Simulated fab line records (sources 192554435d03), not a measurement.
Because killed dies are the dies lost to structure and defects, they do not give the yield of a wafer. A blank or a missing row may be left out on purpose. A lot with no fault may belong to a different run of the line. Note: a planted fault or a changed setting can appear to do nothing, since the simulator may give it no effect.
Lot-split experiment ; flow n5-finfet ; 21 wafers read across 7 lots, on a route 1938 steps long

ON THE SPLIT
At N5_WELL_APT_COAT_02 (resist thk 950 nm), the setting spin-rpm was moved away from the recipe's 1357 rpm on 10 of the 21 wafers read, by -5.3% to +8.6%. For the rest of the wafers, this setting stayed at what the recipe calls for.

The split's own step is where the reading is taken.

THE READING
coat_of_WELL_APT_COAT_02.thk-nm (the simulator's own value, which no gauge read), in nm, at N5_WELL_APT_COAT_02 (resist thk 950 nm). The file does not state a usual value for it. Across the 11 wafers here that went through the recipe, the average is 953.7 nm and the standard deviation 3 nm.

wafer;tool, chamber at the split;spin-rpm as run, rpm;against the recipe;coat_of_WELL_APT_COAT_02.thk-nm, nm;against lot-mates on the recipe
L075.2;litho-track-03, 0;1357;recipe;957.9;-
L075.4;litho-track-03, 0;1357;recipe;955.6;-
L075.5;litho-track-03, 0;1357;recipe;954.8;-
L077.1;litho-track-03, 0;1413;+4.1%;936.8;-20.5
L077.2;litho-track-03, 0;1413;+4.1%;939.5;-17.8
L077.3;litho-track-03, 0;1357;recipe;957.3;-
L080.1;litho-track-02, 0;1440;+6.1%;929.5;no lot-mate on the recipe
L080.3;litho-track-02, 0;1440;+6.1%;929.2;no lot-mate on the recipe
L080.6;litho-track-02, 0;1440;+6.1%;929.2;no lot-mate on the recipe
L083.2;litho-track-02, 0;1357;recipe;951;-
L083.4;litho-track-02, 0;1357;recipe;949.5;-
L083.5;litho-track-02, 0;1357;recipe;950.3;-
L085.3;litho-track-05, 0;1357;recipe;956.2;-
L085.5;litho-track-05, 0;1357;recipe;955.7;-
L085.6;litho-track-05, 0;1285;-5.3%;980.7;+24.8
L090.2;litho-track-03, 0;1429;+5.3%;928.5;-21.2
L090.5;litho-track-03, 0;1429;+5.3%;926.3;-23.4
L090.6;litho-track-03, 0;1357;recipe;949.7;-
L091.2;litho-track-03, 0;1474;+8.6%;912.8;-39.6
L091.3;litho-track-03, 0;1474;+8.6%;914.1;-38.3
L091.4;litho-track-03, 0;1357;recipe;952.4;-

THE FIT
A straight line over all 21 wafers: coat_of_WELL_APT_COAT_02.thk-nm changes by -4.54 nm for each +1% of spin-rpm; r = -0.98; the points scatter about the line by 3 nm.
The same after taking each lot's own level away (the mean of its wafers on the recipe; 18 wafers): -4.5 nm for each +1%; r = -1.00; scatter 1.1 nm.
According to that fit, moving spin-rpm by its largest amount changes the reading by 39 nm.
From 949.70 to 957.30 nm: that is the span of the lots' own levels, equal to 2.5 times the standard deviation above.
Consequently the slope shifts little with the lot-to-lot level, the two slopes agreeing.
Check: for one of the wafers moved furthest among these (+8.6%), held out of the fit, the line's prediction against its lot-mates is -38.3 nm. It came out at -39.6 nm against them.

FURTHER SPLITS ON THESE WAFERS
Other splits were also applied to these wafers ahead of the reading. Each is held against what the fit with the lots' levels taken away leaves over:
other split on the same wafers;wafers away from the commonest value;r with coat_of_WELL_APT_COAT_02.thk-nm (lot level and that fit taken away)
N5_ZERO_LAYER_EXPOSE_08 dose-mj;6;+0.04

THE FILE'S OWN FIT
coat_of_WELL_APT_COAT_02.thk-nm changes by -4.5 nm for each +1% of spin-rpm, r = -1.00.
